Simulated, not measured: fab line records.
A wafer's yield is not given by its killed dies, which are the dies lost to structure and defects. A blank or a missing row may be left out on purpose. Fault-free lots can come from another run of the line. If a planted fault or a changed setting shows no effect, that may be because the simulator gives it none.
Chamber matching | flow n5 finfet | N5_BEOL_M6_ETCH_61 on rie diel-01: 4 sister chambers
The step etches SiARC in CF4, target depth 45.5 nm, time 75.8 s. 20 wafers are shown with their chamber, then 10 later ones without.

WAFERS PAIRED WITH THEIR CHAMBERS
wafer  | chamber | drypump motor current A (A) | etch rf on time s (s) | throttle valve pct (%)
L074.2 | 3       | 5.5                         | 77.0                  | 15.63
L074.3 | 0       | 5.1                         | 72.2                  | 15.47
L074.4 | 2       | 5.8                         | 79.0                  | 16.18
L075.1 | 0       | 5.1                         | 71.9                  | 15.47
L075.5 | 2       | 5.8                         | 79.8                  | 16.17
L075.6 | 3       | 5.5                         | 77.6                  | 15.64
L080.4 | 1       | 5.6                         | 75.6                  | 16.00
L080.5 | 3       | 5.5                         | 77.4                  | 15.68
L080.6 | 2       | 5.8                         | 77.3                  | 15.70
L081.1 | 1       | 5.6                         | 77.1                  | 15.99
L081.2 | 0       | 5.1                         | 72.2                  | 15.50
L081.5 | 1       | 5.6                         | 76.9                  | 15.99
L082.1 | 3       | 5.5                         | 78.9                  | 15.66
L082.3 | 0       | 5.1                         | 72.5                  | 15.50
L082.5 | 0       | 5.1                         | 72.0                  | 15.50
L085.1 | 3       | 5.5                         | 79.7                  | 15.68
L085.4 | 1       | 5.5                         | 77.5                  | 16.00
L085.5 | 0       | 5.1                         | 72.1                  | 15.51
L090.3 | 3       | 5.5                         | 77.5                  | 15.68
L090.5 | 1       | 5.6                         | 77.2                  | 16.02

SIGNATURES (means of the wafers above)
reading                 | chamber 0 | chamber 1 | chamber 2 | chamber 3 | scatter within a chamber
drypump motor current A | 5.100     | 5.580     | 5.800     | 5.500     | 0.0224
etch rf on time s       | 72.150    | 76.860    | 78.700    | 78.017    | 0.833
throttle valve pct      | 15.4917   | 16.0000   | 16.0167   | 15.6617   | 0.0984
Rule: a wafer lies at a distance from a chamber equal to the root of the sum of squares, over the readings, of (its reading less the chamber's mean, divided by the reading's scatter). If the next closest chamber is less than 2 further off than the closest, the wafer can't be placed; otherwise it belongs to the closest. How the scatter is found: for the shown wafers, subtract from each reading the mean of its chamber, square and add these, divide the total by (wafers less chambers), then take the root.

WAFERS WITH NO CHAMBER GIVEN
wafer  | drypump motor current A (A) | etch rf on time s (s) | throttle valve pct (%)
L090.6 | 5.8                         | 78.2                  | 15.75
L095.1 | 5.8                         | 80.0                  | 15.76
L095.4 | 5.5                         | 78.5                  | 15.73
L095.5 | 5.1                         | 74.4                  | 15.56
L097.1 | 5.5                         | 77.4                  | 15.74
L097.2 | 5.1                         | 73.3                  | 15.58
L097.6 | 5.5                         | 76.9                  | 15.74
L096.1 | 5.1                         | 71.9                  | 15.56
L096.2 | 5.6                         | 76.0                  | 16.04
L096.3 | 5.5                         | 76.4                  | 15.75

EACH ONE'S CHAMBER
wafer  | from the rows above | in truth
L090.6 | 2                   | 2
L095.1 | 2                   | 2
L095.4 | 3                   | 3
L095.5 | 0                   | 0
L097.1 | 3                   | 3
L097.2 | 0                   | 0
L097.6 | 3                   | 3
L096.1 | 0                   | 0
L096.2 | 1                   | 1
L096.3 | 3                   | 3
Correct placement for 10 of the 10. Number that these rows cannot place: 0. Placed wrongly: 0.
